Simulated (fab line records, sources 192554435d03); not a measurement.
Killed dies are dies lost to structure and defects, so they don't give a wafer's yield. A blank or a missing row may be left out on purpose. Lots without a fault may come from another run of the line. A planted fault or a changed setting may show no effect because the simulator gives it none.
fab line records | flow n5_finfet
record lots=5 wafers=15 last_day=18
route steps=1938 shown BEOL_M12@1625
lots that met no fault: from a run of the same line without faults
start_h: hours from the record's first day to the start of the lot's first wafer shown | wait_h: hours since the lot's step before | " the same as in the row above | L1.1+2: a row that stands for several wafers | - no value, or no start given | * or withheld: withheld | < > ~ a bound
route shown NAME@n: a module of which the file shows steps, and the number in the route of the first | usual: mean/standard deviation of fault-free wafers | same: alike in all rows | chamber/n: place in a boat | sites: the reading at each site | _std_site: their standard deviation | _edge_site: outer sites' mean less inner sites' | radius_mm: how far each site lies from the wafer's centre | mask NAME#n: copy n | behind: the tool/chamber that last shaped the wafer | hold: why the lot was held/for how many hours/how that ended | device: the transistor (n, p or np) that didn't switch | end of line: the same wafers' tests at the end of the route | a step without rows: its recipe alone | killed: dies lost to structure and defects at the first sort, not the wafer's yield | map: a wafer's dies, x killed, . not, _ none there
set.NAME: the setting as run; set.NAME@STEP: as run at that earlier step | model.NAME: the simulator's own value behind a step, which no gauge read
lots at some steps of the route; a table a step, a row a wafer
services: from which hour (start_h, from the record's first day; less than 0 if before it) a tool's chamber was out of use, for how many hours, and why
## steps
# step N5_BEOL_M12_COAT_22
# recipe spin_rpm=2888 resist_thk_nm=300
# usual spin_speed_rpm=2888.3/1.8
# columns lot.wafer tool chamber start_h wait_h spin_speed_rpm
L075.1 litho_track-05 0 - - 2890.5
L075.3 " 0 " " 2890.3
L075.5 " 0 " " 2887.8
L086.2 litho_track-04 0 - - 2889.1
L086.4 " 0 " " 2887.5
L086.5 " 0 " " 2887.7
L088.1 litho_track-04 0 - - 2889.3
L088.4 " 0 " " 2888.4
L088.6 " 0 " " 2888.3
L092.1 litho_track-05 0 - - 2890.0
L092.2 " 0 " " 2890.6
L092.5 " 0 " " 2888.3
L095.1 litho_track-04 0 - - 2887.3
L095.5 " 0 " " 2889.9
L095.6 " 0 " " 2887.2
# step N5_BEOL_M12_EBR_24
# recipe solvent=PGMEA ebr_width_mm=1.5
# same ebr_width_mm=1.5
# columns lot.wafer tool chamber start_h wait_h
L075.1+3+5 litho_track-05 0 - -
L086.2+4+5 litho_track-04 0 - -
L088.1+4+6 litho_track-04 0 - -
L092.1+2+5 litho_track-05 0 - -
L095.1+5+6 litho_track-04 0 - -
# step N5_BEOL_M12_SOFTBAKE_23
# recipe temp_c=130 time_s=60
# columns lot.wafer tool chamber start_h wait_h
L075.1+3+5 litho_track-05 0 - -
L086.2+4+5 litho_track-04 0 - -
L088.1+4+6 litho_track-04 0 - -
L092.1+2+5 litho_track-05 0 - -
L095.1+5+6 litho_track-04 0 - -
# step N5_BEOL_M12_EXPOSE_25
# recipe mask_id=M12 na=0.93 source_shape=conventional sigma_outer=0.4 polarization=unpolarized dose_mj=21.8
# columns lot.wafer tool chamber start_h wait_h mask
L075.1+3+5 krf_scanner-02 0 264.45 - M12#0
L086.2+4+5 krf_scanner-01 0 324.84 - M12#0
L088.1+4+6 krf_scanner-01 0 343.15 - M12#0
L092.1+2+5 krf_scanner-01 0 361.14 - M12#0
L095.1+5+6 krf_scanner-01 0 388.85 - M12#0
# step N5_BEOL_M12_PEB_26
# recipe peb_temp_c=130 peb_time_s=90
# columns lot.wafer tool chamber start_h wait_h
L075.1+3+5 litho_track-05 0 264.50 0.1
L086.2+4+5 litho_track-04 0 324.89 0.0
L088.1+4+6 litho_track-04 0 343.21 0.1
L092.1+2+5 litho_track-03 0 361.19 0.1
L095.1+5+6 litho_track-04 0 388.91 0.1
# step N5_BEOL_M12_DEVELOP_27
# recipe develop_time_s=45 rinse_liquid=diw dry=air_spin dev_temp_c=21
# usual developer_temp_C=20.98/0.098
# columns lot.wafer tool chamber start_h wait_h developer_temp_C
L075.1 litho_track-05 0 - - 21.09
L075.3 " 0 " " 21.02
L075.5 " 0 " " 21.08
L086.2 litho_track-04 0 - - 20.99
L086.4 " 0 " " 20.92
L086.5 " 0 " " 21.03
L088.1 litho_track-04 0 - - 20.85
L088.4 " 0 " " 20.91
L088.6 " 0 " " 20.82
L092.1 litho_track-03 0 - - 20.96
L092.2 " 0 " " 20.93
L092.5 " 0 " " 20.95
L095.1 litho_track-04 0 - - 21.06
L095.5 " 0 " " 21.01
L095.6 " 0 " " 21.04
# step N5_BEOL_M12_HARDBAKE_32
# recipe temp_c=130 time_s=120
# columns lot.wafer tool chamber start_h wait_h
L075.1+3+5 litho_track-05 0 - -
L086.2+4+5 litho_track-04 0 - -
L088.1+4+6 litho_track-04 0 - -
L092.1+2+5 litho_track-03 0 - -
L095.1+5+6 litho_track-04 0 - -
# step N5_BEOL_M12_CD_MEAS_28
# recipe target_cd_nm=160.2 landing_energy_ev=500 detector=se_inlens polarity=opening
# usual cd_nm=159.9/1.6
# columns lot.wafer tool chamber start_h wait_h cd_nm
L075.1 cd_sem-02 0 264.62 - 158.8
L075.3 " 0 " " 157.8
L075.5 " 0 " " 158.7
L086.2 cd_sem-01 0 325.01 - 159.1
L086.4 " 0 " " 162.2
L086.5 " 0 " " 160.5
L088.1 cd_sem-02 0 343.32 - 160.1
L088.4 " 0 " " 160.8
L088.6 " 0 " " 159.8
L092.1 cd_sem-01 0 361.31 - 159.6
L092.2 " 0 " " 161.7
L092.5 " 0 " " 160.8
L095.1 cd_sem-01 0 389.03 - 161.2
L095.5 " 0 " " 157.8
L095.6 " 0 " " 161.2
# step N5_BEOL_M12_OVL_MEAS_29
# recipe points_per_wafer=44
# usual M12_OVL=0/5.7
# columns lot.wafer tool chamber start_h wait_h M12_OVL[nm]
L075.1 overlay-02 0 264.65 0.0 -2
L075.3 " 0 " " 1
L075.5 " 0 " " -2
L086.2 overlay-02 0 325.03 0.0 3
L086.4 " 0 " " -4
L086.5 " 0 " " 7
L088.1 overlay-01 0 343.35 0.0 1
L088.4 " 0 " " 3
L088.6 " 0 " " 3
L092.1 overlay-01 0 361.34 0.0 -5
L092.2 " 0 " " -6
L092.5 " 0 " " -14
L095.1 overlay-02 0 389.06 0.0 2
L095.5 " 0 " " 2
L095.6 " 0 " " 2
# step N5_BEOL_M12_INSPECT_30
# recipe mode=adi inspect_instrument=macro
# usual raw_defect_count=2.1/1.6
# columns lot.wafer tool chamber start_h wait_h raw_defect_count
L075.1 defect_inspect-02 - 264.67 0.0 3
L075.3 " - " " 1
L075.5 " - " " 0
L086.2 defect_inspect-01 - 325.06 0.0 4
L086.4 " - " " 2
L086.5 " - " " 3
L088.1 defect_inspect-02 - 343.38 0.0 3
L088.4 " - " " 1
L088.6 " - " " 1
L092.1 defect_inspect-01 - 361.36 0.0 2
L092.2 " - " " 1
L092.5 " - " " 1
L095.1 defect_inspect-02 - 389.08 0.0 1
L095.5 " - " " 0
L095.6 " - " " 1
# step N5_BEOL_M12_DESCUM_33
# recipe chemistry=O2 time_s=7.9 source_power_w=50 bias_power_w=20 pressure_mtorr=20 rf_frequency_hz=2.712e+07 temp_c=40 o2_flow_sccm=225
# usual bias_power_w=19.99/0.061 chamber_pressure_mTorr=20.000/0.019 drypump_motor_current_A=5.6/0.49 oes_product_au=0.77/0.075 rf_vpp_V=243.7/1.3 showerhead_plenum_p_Torr=2.14/0.064 throttle_valve_pct=20.62/0.21
# columns lot.wafer tool chamber start_h wait_h bias_power_w chamber_pressure_mTorr drypump_motor_current_A oes_product_au rf_hours_counter_h rf_vpp_V showerhead_plenum_p_Torr throttle_valve_pct
L075.1 rie_diel-03 3 264.71 0.0 19.97 19.944 6.3 0.95 12 245.4 2.25 20.50
L075.3 " 2 " " 19.88 20.007 5.3 0.73 152 244.2 2.11 20.94
L075.5 " 3 " " 20.03 19.976 6.3 0.96 - 244.1 2.25 20.51
L086.2 rie_diel-05 1 325.09 0.0 20.04 20.001 5.7 0.79 120 242.0 2.02 20.51
L086.4 " 0 " " 19.85 19.969 6.2 0.78 123 240.3 2.03 20.84
L086.5 " 3 " " 19.92 19.998 4.6 0.77 - 245.2 2.20 20.61
L088.1 rie_diel-03 0 343.53 0.2 20.01 20.001 5.6 0.71 205 244.6 2.15 20.54
L088.4 " 2 " " 19.97 19.988 5.3 0.72 - 241.3 2.10 20.99
L088.6 " 3 " " 19.86 20.009 6.3 0.91 - 245.0 2.24 20.55
L092.1 rie_diel-03 0 361.40 0.0 19.93 19.978 5.6 0.70 212 243.9 2.15 20.53
L092.2 " 2 " " 19.96 19.987 5.3 0.70 186 242.0 2.09 21.01
L092.5 " 1 " " 20.03 19.940 5.2 0.75 - 243.8 2.10 20.60
L095.1 rie_diel-05 3 389.16 0.1 20.03 20.017 4.6 0.77 140 244.9 2.19 20.64
L095.5 " 1 " " 19.94 20.029 5.6 0.78 - 243.8 2.01 20.52
L095.6 " 0 " " 20.05 20.039 6.2 0.77 - 243.2 2.03 20.88
# step N5_BEOL_M12_ETCH_67
# recipe chemistry=CF4 target=SiARC target_depth_a=1430 time_s=238.3 ion_energy_ev=80 pressure_mtorr=40 source_w=545 bias_w=36 Ar_flow_sccm=100 cf4_flow_sccm=100 ends=cleared
# usual chamber_pressure_mTorr=40.00/0.036 drypump_motor_current_A=5.6/0.49 etch_rf_on_time_s=238/6.8 mfc_ar_sccm=100.0/0.34 oes_product_au=0.66/0.066 rf_vpp_V=184.6/1.1 showerhead_plenum_p_Torr=2.18/0.068 throttle_valve_pct=15.75/0.17
# columns lot.wafer tool chamber start_h wait_h chamber_pressure_mTorr drypump_motor_current_A etch_rf_on_time_s mfc_ar_sccm oes_product_au rf_hours_counter_h rf_vpp_V showerhead_plenum_p_Torr throttle_valve_pct
L075.1 rie_diel-03 3 264.74 0.0 40.03 6.3 227 99.8 0.83 12 185.0 2.29 15.58
L075.3 " 2 " " 40.03 5.3 242 100.4 0.62 152 184.0 2.15 16.00
L075.5 " 3 " " 39.95 6.3 227 99.6 0.83 - 184.1 2.30 15.59
L086.2 rie_diel-05 1 325.13 0.0 40.06 5.6 233 100.3 0.69 120 181.5 2.06 15.57
L086.4 " 0 " " 40.02 6.2 249 100.3 0.65 123 182.2 2.06 15.81
L086.5 " 3 " " 39.93 4.6 251 99.8 0.65 - 186.2 2.25 15.80
L088.1 rie_diel-03 0 343.57 0.0 39.99 5.7 236 100.8 0.61 205 184.9 2.20 15.74
L088.4 " 2 " " 40.02 5.3 246 99.9 0.60 - 182.9 2.14 16.05
L088.6 " 3 " " 39.97 6.3 229 99.8 0.78 - 184.9 2.29 15.64
L092.1 rie_diel-03 0 361.43 0.0 40.00 5.7 233 100.3 0.60 212 184.8 2.20 15.74
L092.2 " 2 " " 40.03 5.3 245 100.1 0.60 186 183.5 2.14 16.08
L092.5 " 1 " " 40.03 5.2 243 99.7 0.63 - 182.9 2.13 15.69
L095.1 rie_diel-05 3 389.19 0.0 39.99 4.6 248 99.9 0.64 140 185.2 2.24 15.84
L095.5 " 1 " " 40.06 5.7 233 100.4 0.67 - 183.5 2.05 15.62
L095.6 " 0 " " 40.04 6.2 248 99.4 0.64 - 183.3 2.06 15.87
# step N5_BEOL_M12_ETCH_68
# recipe chemistry=N2/H2 target=SOC mask_material=SiARC source_w=3000 bias_w=350 temp_c=40 time_s=285 ion_energy_ev=200 pressure_mtorr=30 n2_flow_sccm=200 h2_flow_sccm=200
# usual chamber_pressure_mTorr=30.000/0.028 drypump_motor_current_A=5.6/0.49 oes_product_au=0.77/0.072 rf_vpp_V=525.1/2.2 showerhead_plenum_p_Torr=2.59/0.081 throttle_valve_pct=17.93/0.11
# columns lot.wafer tool chamber start_h wait_h chamber_pressure_mTorr drypump_motor_current_A oes_product_au rf_hours_counter_h rf_vpp_V showerhead_plenum_p_Torr throttle_valve_pct
L075.1 rie_diel-03 3 264.89 0.1 30.012 6.3 0.95 12 529.0 2.72 17.74
L075.3 " 2 " " 29.995 5.3 0.74 153 522.9 2.53 18.03
L075.5 " 3 " " 29.949 6.3 0.95 - 528.2 2.72 17.73
L086.2 rie_diel-05 1 325.27 0.1 29.985 5.6 0.78 120 521.4 2.46 18.00
L086.4 " 0 " " 30.034 6.2 0.78 123 521.7 2.44 17.95
L086.5 " 3 " " 29.931 4.6 0.78 - 526.7 2.66 17.88
L088.1 rie_diel-03 0 343.72 0.1 30.047 5.7 0.70 205 526.4 2.64 18.00
L088.4 " 2 " " 30.017 5.3 0.70 - 524.6 2.52 18.08
L088.6 " 3 " " 30.019 6.3 0.89 - 527.6 2.71 17.79
L092.1 rie_diel-03 0 361.58 0.1 30.019 5.7 0.70 212 526.5 2.63 18.01
L092.2 " 2 " " 29.982 5.3 0.71 187 525.8 2.52 18.10
L092.5 " 1 " " 30.048 5.2 0.74 - 525.2 2.55 17.97
L095.1 rie_diel-05 3 389.34 0.1 29.970 4.6 0.76 140 526.4 2.65 17.91
L095.5 " 1 " " 30.021 5.7 0.77 - 519.1 2.45 18.01
L095.6 " 0 " " 29.960 6.2 0.76 - 520.0 2.43 17.97
# step N5_BEOL_M12_STRIP_69
# recipe chemistry=N2/H2 temp_c=40 n2_flow_sccm=200 h2_flow_sccm=200 rf_frequency_hz=6e+07
# columns lot.wafer tool chamber start_h wait_h
L075.1+3+5 rie_diel-03 3,2,3 265.06 0.1
L086.2+4+5 rie_diel-05 1,0,3 325.45 0.1
L088.1+4+6 rie_diel-03 0,2,3 343.89 0.1
L092.1+2+5 rie_diel-03 0,2,1 361.75 0.1
L095.1+5+6 rie_diel-05 3,1,0 389.51 0.1
# step N5_BEOL_M12_TRENCH_ETCH_34
# recipe chemistry=C4F8/O2/Ar target=SiOC target_depth_a=3189.5 mask_material=SOC pressure_mtorr=30 source_w=3000 bias_w=700 Ar_flow_sccm=400 C4F8_flow_sccm=15 O2_flow_sccm=8 he_inner_torr=15 he_outer_torr=30 time_s=125.5 ion_energy_ev=250
# usual chamber_pressure_mTorr=30.001/0.024 drypump_motor_current_A=5.6/0.49 mfc_ar_sccm=400.0/1.2 oes_product_au=0.77/0.072 rf_vpp_V=667.0/2.8 showerhead_plenum_p_Torr=3.48/0.11 throttle_valve_pct=24.37/0.2
# columns lot.wafer tool chamber start_h wait_h chamber_pressure_mTorr drypump_motor_current_A mfc_ar_sccm oes_product_au rf_hours_counter_h rf_vpp_V showerhead_plenum_p_Torr throttle_valve_pct
L075.1 rie_diel-03 3 265.07 0.0 29.991 6.3 397.5 0.96 12 671.3 3.67 24.35
L075.3 " 2 " " 30.015 5.3 397.7 0.73 153 666.1 3.44 24.73
L075.5 " 3 " " 29.967 6.4 398.6 0.94 - 671.4 3.67 24.36
L086.2 rie_diel-05 1 325.46 0.0 30.014 5.7 400.9 0.79 120 661.2 3.29 24.16
L086.4 " 0 " " 29.991 6.2 399.1 0.78 123 662.6 3.31 24.51
L086.5 " 3 " " 29.970 4.6 399.2 0.77 - 669.7 3.58 24.38
L088.1 rie_diel-03 0 343.90 0.0 30.029 5.7 398.4 0.70 205 667.2 3.50 24.22
L088.4 " 2 " " 29.991 5.3 401.2 0.70 - 664.0 3.43 24.77
L088.6 " 3 " " 29.942 6.4 398.9 0.89 - 671.0 3.65 24.42
L092.1 rie_diel-03 0 361.76 0.0 30.001 5.7 398.5 0.70 212 668.4 3.50 24.23
L092.2 " 2 " " 29.966 5.3 401.4 0.71 187 665.1 3.42 24.77
L092.5 " 1 " " 30.010 5.3 398.1 0.74 - 667.2 3.40 24.27
L095.1 rie_diel-05 3 389.52 0.0 30.055 4.6 399.7 0.76 140 668.1 3.57 24.44
L095.5 " 1 " " 30.020 5.7 399.0 0.77 - 663.4 3.28 24.19
L095.6 " 0 " " 29.993 6.2 401.9 0.76 - 663.1 3.30 24.54
## services
# columns tool chamber start_h hours kind
krf_scanner-02 - 250.73 0.8 pm
litho_track-03 - 257.94 - consumable_replace:filter
rie_diel-05 1 270.84 14.1 repair
krf_scanner-01 - 271.65 4.4 pm
krf_scanner-01 - 285.80 1.3 pm
krf_scanner-02 - 288.63 1.3 pm
krf_scanner-02 0 297.19 - calibration
krf_scanner-01 - 300.42 3.0 pm
krf_scanner-01 - 320.34 0.8 pm
krf_scanner-02 - 322.97 4.4 pm
krf_scanner-02 - 332.78 1.0 pm
rie_diel-03 1 336.08 13.1 repair
krf_scanner-02 - 373.24 5.7 repair
krf_scanner-01 - 386.06 1.5 repair
## key
fault none
